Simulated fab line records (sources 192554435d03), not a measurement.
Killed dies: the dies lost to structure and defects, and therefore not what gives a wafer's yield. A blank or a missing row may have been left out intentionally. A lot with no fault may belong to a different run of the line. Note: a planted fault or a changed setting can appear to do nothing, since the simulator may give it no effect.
Split-lot study | flow n5 finfet | on a route of 1938 steps: 7 lots, 21 wafers read

== SPLIT DETAILS ==
At N5_BEOL_M11_HM_DEP_02 (deposits TiN, target thk 20 nm), the setting target thk a was moved away from the recipe's 200 angstrom on 6 of the 21 wafers read, by -11.4% to +8.3%. For the rest of the wafers, this setting stayed at what the recipe calls for.

== FROM THE SPLIT TO THE READING: what the file shows between them, 4 steps ==
- N5_BEOL_M11_COAT_59: time 60 s, resist thk 100 nm
- N5_BEOL_M11_COAT_60: time 60 s, resist thk 30 nm
- N5_BEOL_M11_STRIP_68: strips in N2/H2
- N5_BEOL_M11_STRIP_67: strips in CF4

== THE READING ==
etch.depth nm (the simulator's own value, which no gauge read), in nm, at N5_BEOL_M11_HM_OPEN_17 (chemistry Cl2/BCl3, target TiN, target depth 20 nm, overetch 6 nm). No usual value for it is given in the file. Across the 15 wafers here that went through the recipe, the average is 20.05 nm and the standard deviation 0.22 nm.

wafer  | tool, chamber at the split | target thk a as run, angstrom | against the recipe | etch.depth nm, nm | against lot-mates on the recipe
L074.3 | pvd sputter-01, -          | 177.2                         | -11.4%             | 17.75             | no lot-mate on the recipe
L074.5 | pvd sputter-01, -          | 177.2                         | -11.4%             | 17.99             | no lot-mate on the recipe
L074.6 | pvd sputter-01, -          | 177.2                         | -11.4%             | 17.82             | no lot-mate on the recipe
L076.1 | pvd sputter-02, -          | 200                           | recipe             | 20                | -
L076.4 | pvd sputter-02, -          | 216.7                         | +8.3%              | 21.61             | +1.68
L076.6 | pvd sputter-02, -          | 200                           | recipe             | 19.86             | -
L079.1 | pvd sputter-02, -          | 200                           | recipe             | 20.14             | -
L079.2 | pvd sputter-02, -          | 200                           | recipe             | 20.35             | -
L079.6 | pvd sputter-02, -          | 200                           | recipe             | 20.01             | -
L082.4 | pvd sputter-02, -          | 200                           | recipe             | 20.28             | -
L082.5 | pvd sputter-02, -          | 200                           | recipe             | 20.2              | -
L082.6 | pvd sputter-02, -          | 214.2                         | +7.1%              | 21.87             | +1.63
L085.4 | pvd sputter-01, -          | 200                           | recipe             | 19.99             | -
L085.5 | pvd sputter-01, -          | 200                           | recipe             | 20.29             | -
L085.6 | pvd sputter-01, -          | 200                           | recipe             | 19.94             | -
L087.1 | pvd sputter-01, -          | 200                           | recipe             | 20.1              | -
L087.2 | pvd sputter-01, -          | 200                           | recipe             | 20.28             | -
L087.4 | pvd sputter-01, -          | 200                           | recipe             | 20.13             | -
L090.2 | pvd sputter-02, -          | 192.9                         | -3.5%              | 19.14             | -0.48
L090.5 | pvd sputter-02, -          | 200                           | recipe             | 19.66             | -
L090.6 | pvd sputter-02, -          | 200                           | recipe             | 19.58             | -

FIT RESULTS
A straight line over all 21 wafers: etch.depth nm changes by +0.2 nm for each +1% of target thk a; r = +0.98; the points scatter about the line by 0.23 nm.
The same after taking each lot's own level away (the mean of its wafers on the recipe; 18 wafers): +0.204 nm for each +1%; r = +0.98; scatter 0.12 nm.
According to that fit, moving target thk a by its largest amount changes the reading by 2.3 nm.
The span of the lots' own levels, 19.620 to 20.240 nm, comes to 2.8 times the standard deviation stated above.
Hence the lot-to-lot level has little effect on the slope; both slopes agree.
Check: +1.77 nm against its lot-mates is what the line predicts for one of the wafers moved furthest among these (+8.3%) when that wafer is left out of the fit. It came out at +1.68 nm against them.

== FURTHER SPLITS ON THESE WAFERS ==
These wafers also went through other splits before the reading. Each is held against what the fit with the lots' levels taken away leaves over:
other split on the same wafers | wafers away from the commonest value | r with etch.depth nm (lot level and that fit taken away)
N5_BEOL_M10_PEB_26 peb time s  | 5                                    | -0.07

== THE WHOLE CHAIN: every reading that the file lists as answering this split, in the file's order ==
step                   | what it does                                                      | reading                                                                           | change (the file's fit)               | r (the file's)
N5_BEOL_M11_HM_DEP_02  | deposits TiN, target thk 20 nm                                    | TiN_of_BEOL_M11_HM_DEP_02.thk nm (the simulator's own value, which no gauge read) | +0.203 nm for each +1% of the setting | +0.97
N5_BEOL_M11_HM_OPEN_17 | chemistry Cl2/BCl3, target TiN, target depth 20 nm, overetch 6 nm | etch.depth nm (the simulator's own value, which no gauge read)                    | +0.205 nm for each +1% of the setting | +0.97

== THE FILE'S OWN FIT ==
etch.depth nm changes by +0.205 nm for each +1% of target thk a, r = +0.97.
